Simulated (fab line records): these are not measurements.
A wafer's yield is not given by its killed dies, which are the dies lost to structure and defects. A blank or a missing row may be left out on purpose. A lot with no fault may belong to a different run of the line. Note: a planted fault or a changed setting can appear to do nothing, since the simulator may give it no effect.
Split-lot study || flow n5-finfet || on a route of 1938 steps: 7 lots, 21 wafers read

== SPLIT DETAILS ==
At N5_BEOL_M7_COAT_59 (time 60 s, resist thk 100 nm), the setting spin-rpm was moved away from the recipe's 1500 rpm on 8 of the 21 wafers read, by -8.5% to +7.2%. For the rest of the wafers, this setting stayed at what the recipe calls for.

== FROM THE SPLIT TO THE READING: what the file shows between them, 11 steps ==
- N5_BEOL_M7_COAT_05: resist thk 90 nm (also split here: spin-rpm)
- N5_BEOL_M7_EBR_07
- N5_BEOL_M7_SOFTBAKE_06: time 60 s
- N5_BEOL_M7_EXPOSE_08: exposes mask M7
- N5_BEOL_M7_PEB_09: peb time 60 s
- N5_BEOL_M7_DEVELOP_10: develop time 30 s
- N5_BEOL_M7_DESCUM_16: chemistry O2, time 7.9 s
- N5_BEOL_M7_ETCH_61: etches SiARC in CF4, target depth 45.5 nm, time 75.8 s
- N5_BEOL_M7_ETCH_62: etches SOC in N2/H2, target depth 110 nm, overetch 22 nm, time 165 s
- N5_BEOL_M7_STRIP_68: strips in N2/H2
- N5_BEOL_M7_STRIP_67: strips in CF4

== THE READING ==
SOC_of_BEOL_M7_COAT_59.thk-nm (the simulator's own value, which no gauge read), in nm, at N5_BEOL_M7_HM_OPEN_17 (chemistry Cl2/BCl3, target TiN, target depth 20 nm, overetch 6 nm). The file does not state a usual value for it. The 13 wafers here that ran the recipe average 92.1 nm, standard deviation 0.23 nm.

{"wafer": "L077.1", "tool, chamber at the split": "litho-track-05, 0", "spin-rpm as run, rpm": 1500, "against the recipe": "recipe", "SOC_of_BEOL_M7_COAT_59.thk-nm, nm": 91.8, "against lot-mates on the recipe": "-"}
{"wafer": "L077.3", "tool, chamber at the split": "litho-track-05, 0", "spin-rpm as run, rpm": 1372, "against the recipe": "-8.5%", "SOC_of_BEOL_M7_COAT_59.thk-nm, nm": 97.2, "against lot-mates on the recipe": "+5.2"}
{"wafer": "L077.5", "tool, chamber at the split": "litho-track-05, 0", "spin-rpm as run, rpm": 1500, "against the recipe": "recipe", "SOC_of_BEOL_M7_COAT_59.thk-nm, nm": 92.2, "against lot-mates on the recipe": "-"}
{"wafer": "L082.1", "tool, chamber at the split": "litho-track-05, 0", "spin-rpm as run, rpm": 1415, "against the recipe": "-5.7%", "SOC_of_BEOL_M7_COAT_59.thk-nm, nm": 95, "against lot-mates on the recipe": "+2.8"}
{"wafer": "L082.5", "tool, chamber at the split": "litho-track-05, 0", "spin-rpm as run, rpm": 1415, "against the recipe": "-5.7%", "SOC_of_BEOL_M7_COAT_59.thk-nm, nm": 95, "against lot-mates on the recipe": "+2.8"}
{"wafer": "L082.3", "tool, chamber at the split": "litho-track-05, 0", "spin-rpm as run, rpm": 1500, "against the recipe": "recipe", "SOC_of_BEOL_M7_COAT_59.thk-nm, nm": 92.2, "against lot-mates on the recipe": "-"}
{"wafer": "L087.2", "tool, chamber at the split": "litho-track-02, 0", "spin-rpm as run, rpm": 1500, "against the recipe": "recipe", "SOC_of_BEOL_M7_COAT_59.thk-nm, nm": 92, "against lot-mates on the recipe": "-"}
{"wafer": "L087.3", "tool, chamber at the split": "litho-track-02, 0", "spin-rpm as run, rpm": 1379, "against the recipe": "-8.1%", "SOC_of_BEOL_M7_COAT_59.thk-nm, nm": 96.6, "against lot-mates on the recipe": "+4.6"}
{"wafer": "L087.5", "tool, chamber at the split": "litho-track-02, 0", "spin-rpm as run, rpm": 1379, "against the recipe": "-8.1%", "SOC_of_BEOL_M7_COAT_59.thk-nm, nm": 96.4, "against lot-mates on the recipe": "+4.4"}
{"wafer": "L092.3", "tool, chamber at the split": "litho-track-05, 0", "spin-rpm as run, rpm": 1608, "against the recipe": "+7.2%", "SOC_of_BEOL_M7_COAT_59.thk-nm, nm": 88.8, "against lot-mates on the recipe": -3.3}
{"wafer": "L092.4", "tool, chamber at the split": "litho-track-05, 0", "spin-rpm as run, rpm": 1500, "against the recipe": "recipe", "SOC_of_BEOL_M7_COAT_59.thk-nm, nm": 92.2, "against lot-mates on the recipe": "-"}
{"wafer": "L092.6", "tool, chamber at the split": "litho-track-05, 0", "spin-rpm as run, rpm": 1500, "against the recipe": "recipe", "SOC_of_BEOL_M7_COAT_59.thk-nm, nm": 92, "against lot-mates on the recipe": "-"}
{"wafer": "L094.1", "tool, chamber at the split": "litho-track-05, 0", "spin-rpm as run, rpm": 1500, "against the recipe": "recipe", "SOC_of_BEOL_M7_COAT_59.thk-nm, nm": 92.2, "against lot-mates on the recipe": "-"}
{"wafer": "L094.3", "tool, chamber at the split": "litho-track-05, 0", "spin-rpm as run, rpm": 1500, "against the recipe": "recipe", "SOC_of_BEOL_M7_COAT_59.thk-nm, nm": 91.8, "against lot-mates on the recipe": "-"}
{"wafer": "L094.4", "tool, chamber at the split": "litho-track-05, 0", "spin-rpm as run, rpm": 1500, "against the recipe": "recipe", "SOC_of_BEOL_M7_COAT_59.thk-nm, nm": 91.8, "against lot-mates on the recipe": "-"}
{"wafer": "L095.1", "tool, chamber at the split": "litho-track-01, 0", "spin-rpm as run, rpm": 1500, "against the recipe": "recipe", "SOC_of_BEOL_M7_COAT_59.thk-nm, nm": 92.2, "against lot-mates on the recipe": "-"}
{"wafer": "L095.2", "tool, chamber at the split": "litho-track-01, 0", "spin-rpm as run, rpm": 1500, "against the recipe": "recipe", "SOC_of_BEOL_M7_COAT_59.thk-nm, nm": 92.4, "against lot-mates on the recipe": "-"}
{"wafer": "L095.3", "tool, chamber at the split": "litho-track-01, 0", "spin-rpm as run, rpm": 1500, "against the recipe": "recipe", "SOC_of_BEOL_M7_COAT_59.thk-nm, nm": 92.6, "against lot-mates on the recipe": "-"}
{"wafer": "L097.3", "tool, chamber at the split": "litho-track-01, 0", "spin-rpm as run, rpm": 1548, "against the recipe": "+3.2%", "SOC_of_BEOL_M7_COAT_59.thk-nm, nm": 90.6, "against lot-mates on the recipe": -1.6}
{"wafer": "L097.4", "tool, chamber at the split": "litho-track-01, 0", "spin-rpm as run, rpm": 1500, "against the recipe": "recipe", "SOC_of_BEOL_M7_COAT_59.thk-nm, nm": 92.2, "against lot-mates on the recipe": "-"}
{"wafer": "L097.6", "tool, chamber at the split": "litho-track-01, 0", "spin-rpm as run, rpm": 1548, "against the recipe": "+3.2%", "SOC_of_BEOL_M7_COAT_59.thk-nm, nm": 90.4, "against lot-mates on the recipe": -1.8}

FIT RESULTS
A straight line over all 21 wafers: SOC_of_BEOL_M7_COAT_59.thk-nm changes by -0.529 nm for each +1% of spin-rpm; r = -0.99; the points scatter about the line by 0.26 nm.
The same after taking each lot's own level away (the mean of its wafers on the recipe; 21 wafers): -0.537 nm for each +1%; r = -0.99; scatter 0.25 nm.
On that fit, the largest move of spin-rpm shifts the reading by 4.6 nm.
From 91.93 to 92.40 nm: that is the span of the lots' own levels, equal to 2.0 times the standard deviation above.
The two slopes agree, so the slope changes little with the lot-to-lot level.
Check: for one of the wafers moved furthest among these (-8.5%), held out of the fit, the line's prediction against its lot-mates is +4.47 nm. It came out at +5.2 nm against them.

== THE OTHER SPLITS THESE WAFERS WENT THROUGH ==
Other splits were also applied to these wafers ahead of the reading. Each is held against what the fit with the lots' levels taken away leaves over:
{"other split on the same wafers": "N5_BEOL_M6_TRENCH_ETCH_37 time-s", "wafers away from the commonest value": 6, "r with SOC_of_BEOL_M7_COAT_59.thk-nm (lot level and that fit taken away)": -0.11}
{"other split on the same wafers": "N5_BEOL_M7_COAT_05 spin-rpm", "wafers away from the commonest value": 8, "r with SOC_of_BEOL_M7_COAT_59.thk-nm (lot level and that fit taken away)": "+0.25"}

== THE WHOLE CHAIN: every reading that the file lists as answering this split, in the file's order ==
{"step": "N5_BEOL_M7_COAT_59", "what it does": "time 60 s, resist thk 100 nm", "reading": "SOC_of_BEOL_M7_COAT_59.thk-nm (the simulator's own value, which no gauge read)", "change (the file's fit)": "-0.551 nm for each +1% of the setting", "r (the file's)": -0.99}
{"step": "N5_BEOL_M7_ETCH_62", "what it does": "etches SOC in N2/H2, target depth 110 nm, overetch 22 nm, time 165 s", "reading": "etch.depth-nm (the simulator's own value, which no gauge read)", "change (the file's fit)": "-0.55 nm for each +1% of the setting", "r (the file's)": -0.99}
{"step": "N5_BEOL_M7_HM_OPEN_17", "what it does": "chemistry Cl2/BCl3, target TiN, target depth 20 nm, overetch 6 nm", "reading": "SOC_of_BEOL_M7_COAT_59.thk-nm (the simulator's own value, which no gauge read)", "change (the file's fit)": "-0.542 nm for each +1% of the setting", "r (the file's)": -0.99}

== FILE'S OWN FIT ==
SOC_of_BEOL_M7_COAT_59.thk-nm changes by -0.542 nm for each +1% of spin-rpm, r = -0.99.
